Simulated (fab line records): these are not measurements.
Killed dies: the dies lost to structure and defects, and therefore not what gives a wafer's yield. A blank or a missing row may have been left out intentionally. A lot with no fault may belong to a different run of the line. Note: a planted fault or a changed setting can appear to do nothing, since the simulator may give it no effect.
Which tool was responsible?    flow nand_harc    at 1 step of a route of 1302, 6 lots with 18 wafers sampled

WHAT THE GAUGES SHOWED, per wafer
NHARC_A_CHANNEL_HOLE_D1_INSPECT_40.
lot   measured      on                 raw_defect_count
L954  day 10 18:54  defect_inspect-02  93 105 77
L956  day 11 08:18  defect_inspect-01  114 88 93
L962  day 13 20:40  defect_inspect-01  32 82 39
L967  day 16 00:28  defect_inspect-01  37 38 42
L970  day 17 15:28  defect_inspect-01  66 59 74
L973  day 18 17:55  defect_inspect-02  73 103 90

TOOL THAT RAN EACH LOT (tool first, then ch and the chambers of the sampled wafers, then the start)
Before these readings, the record contains no process step.

THE ANSWER, worked out from the rows above alone
Rule: usual is defined by the lots themselves. The widest of any qualifying gaps counts: lots, ordered by their means at a reading, are off when they make up no more than a third of the lots, leave a main group of 4 or more, and stand apart from it by 3 or more times the standard deviation of that group's means. The tables above print the reading to a certain number of digits; a main group whose means all agree to those digits is not used. Also off: a lot with no number at a reading for which 4 or more lots have one. All remaining lots with rows at the step are treated as sound.
Across all readings shown, no lot is off: no conclusion can be drawn from this.

WHAT THE SIMULATOR HAD INSERTED
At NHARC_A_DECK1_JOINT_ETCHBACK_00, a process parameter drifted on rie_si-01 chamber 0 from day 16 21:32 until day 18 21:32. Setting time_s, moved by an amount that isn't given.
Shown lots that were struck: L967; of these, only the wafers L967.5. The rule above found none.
